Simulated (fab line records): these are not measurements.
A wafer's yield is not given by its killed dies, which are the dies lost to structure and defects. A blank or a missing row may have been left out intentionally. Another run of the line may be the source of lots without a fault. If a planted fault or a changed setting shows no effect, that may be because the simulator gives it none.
A lot that was struck, set against a sound lot || flow n5Finfet || 16 out of 1938 route steps
Sound: these wafers, L852.1, L852.4, L852.5. Struck: wafer L860.1; the same lot's L860.2 was not struck, so it is left out; see the end for the cause.
Each step with rows lists, per side, the tool, then ch with its chambers, then its first start. Under that, the readings that differ: sound wafers || struck wafers || difference of the means || sigmas: that difference in standard deviations of wafers without a fault.
alike: readings whose means differ by less than 2 such deviations, and words and numbers that are the same on both sides. not compared: withheld readings, readings that some wafer has no value for, bounds like >300 that may hide the same value, and numbers for which the record gives no deviation and whose values overlap.
A row with sigmas, a row that says differs or no value, or rows on one side alone: a step with any of these is where the two part. Numbers that have no deviation but don't overlap get no sigmas and don't part them. Lack of a reading on every wafer of one side parts them only where that side has two or more wafers.

N5_BEOL_M4_DESCUM_33: chemistry O2, time 7 s.
  sound on rieDiel-03 ch 0,1,2, day 9 03:40; struck on rieDiel-01 ch 0, day 11 03:26
  alike: drypumpMotorCurrentA, oesProductAu, rfVppV, showerheadPlenumPTorr, throttleValvePct
  not compared: rfHoursCounterH
N5_BEOL_M4_ETCH_77: etches underlayer in N2/H2, target depth 6.5 nm, time 5.2 s.
  sound on rieDiel-03 ch 0,1,2, day 9 03:41; struck on rieDiel-01 ch 0, day 11 03:29
  alike: drypumpMotorCurrentA, etchRfOnTimeS, oesProductAu, rfVppV, showerheadPlenumPTorr, throttleValvePct
  not compared: rfHoursCounterH
then, 2 steps without rows for these wafers: N5_BEOL_M4_ETCH_69 (etches SiARC in CF4, target depth 15.6 nm, time 26 s); N5_BEOL_M4_ALD_98 (deposits SiO2, target thk 2.5 nm, pulse time 1 s, co reactant pulse time 1 s).
N5_BEOL_M4_ETCHBACK_99: etches SiO2 in CHF3, target depth 5 nm, time 10.4 s.
  sound on rieDiel-01 ch 2,3, day 9 04:53; struck on rieDiel-01 ch 0, day 11 07:00
{"reading": "drypumpMotorCurrentA (A)", "sound": "5.1 5.7 5.7", "struck": 6.5, "difference": "+1.0", "sigmas": "+2"}
  alike: oesProductAu, rfVppV, showerheadPlenumPTorr, throttleValvePct
  not compared: rfHoursCounterH
N5_BEOL_M4_ETCH_70: etches SOC in N2/H2, target depth 80 nm, overetch 24 nm, time 130 s.
  sound on rieDiel-01 ch 2,3, day 9 04:56; struck on rieDiel-01 ch 0, day 11 07:02
{"reading": "drypumpMotorCurrentA (A)", "sound": "5.0 5.7 5.7", "struck": 6.5, "difference": "+1.0", "sigmas": "+2"}
  alike: oesProductAu, rfVppV, showerheadPlenumPTorr, throttleValvePct
  not compared: rfHoursCounterH
then, 2 steps without rows for these wafers: N5_BEOL_M4_STRIP_71 (strips in N2/H2); N5_BEOL_M4_STRIP_78 (strips in N2/H2).
N5_BEOL_M4_VIA_ETCH_34: etches the open film in C4F6/O2, target depth 69.4 nm, time 65.9 s.
  sound on rieDiel-01 ch 2,3, day 9 05:02; struck on rieDiel-01 ch 0, day 11 07:08
{"reading": "drypumpMotorCurrentA (A)", "sound": "5.1 5.7 5.7", "struck": 6.5, "difference": "+1.0", "sigmas": "+2"}
  alike: O2_flow_sccm, oes_o_777_au, oesProductAu, rfVppV, showerheadPlenumPTorr, throttleValvePct
  not compared: rfHoursCounterH
then, 3 steps without rows for these wafers: N5_BEOL_M4_STRIP_83 (strips in C4F6/O2); N5_BEOL_M4_STRIP_36 (strips in N2/H2); N5_BEOL_M4_TRENCH_ETCH_37 (etches SiOC in C4F6/O2, target depth 55.555 nm, time 29.2 s).
N5_BEOL_M4_ETCH_41: etches SiCN in CH3F/O2, target depth 29.9 nm, time 52.5 s.
  sound on rieDiel-01 ch 2,3, day 9 05:10; struck on rieDiel-01 ch 0, day 11 07:16
{"reading": "drypumpMotorCurrentA (A)", "sound": "5.1 5.7 5.7", "struck": 6.5, "difference": "+1.0", "sigmas": "+2"}
{"reading": "oesProductAu (a.u.)", "sound": "0.94 0.73 0.74", "struck": 1.08, "difference": "+0.28", "sigmas": "+3"}
{"reading": "model.etch.depthNm (nm)", "sound": "19.89 20.07 20.13", "struck": 31.74, "difference": "+11.71", "sigmas": ""}
  alike: O2_flow_sccm, rfVppV, showerheadPlenumPTorr, throttleValvePct
  not compared: rfHoursCounterH
then, 1 step without rows for these wafers: N5_BEOL_M4_STRIP_97 (strips in N2/H2, time 10 s).
N5_BEOL_M4_RC_MEAS_101:
  sound on prober-02 ch 0, day 9 10:47; struck on prober-01 ch 0, day 11 11:28
{"reading": "DIBL_P (mV/V)", "sound": "40.4 42.7 35.4", "struck": 33.6, "difference": -5.9, "sigmas": -2}
{"reading": "SS_P (mV/dec)", "sound": "73.8 75.4 73.2", "struck": 72.3, "difference": -1.8, "sigmas": -2}
{"reading": "VT_N (mV)", "sound": "242 242 251", "struck": 254, "difference": "+9", "sigmas": "+2"}
  alike: DIBL_N, IOFF_N, IOFF_P, ION_N, ION_P, SS_N, VT_P
-- a jump in the record: the struck wafers' starts before and after are 5 days apart (it breaks off in module BEOL_M4 and resumes in module PASSIVATION, where the first step shown is number 1936 of the route) --
N5_PASSIVATION_PROBE_49:
  only the struck wafers here have rows in the record (prober-01, day 16 04:36); the sound ones have none

WHERE THEY PART
Last at N5_PASSIVATION_PROBE_49 as far as this record goes, first at N5_BEOL_M4_ETCHBACK_99.

WHY: whatever the simulator had introduced
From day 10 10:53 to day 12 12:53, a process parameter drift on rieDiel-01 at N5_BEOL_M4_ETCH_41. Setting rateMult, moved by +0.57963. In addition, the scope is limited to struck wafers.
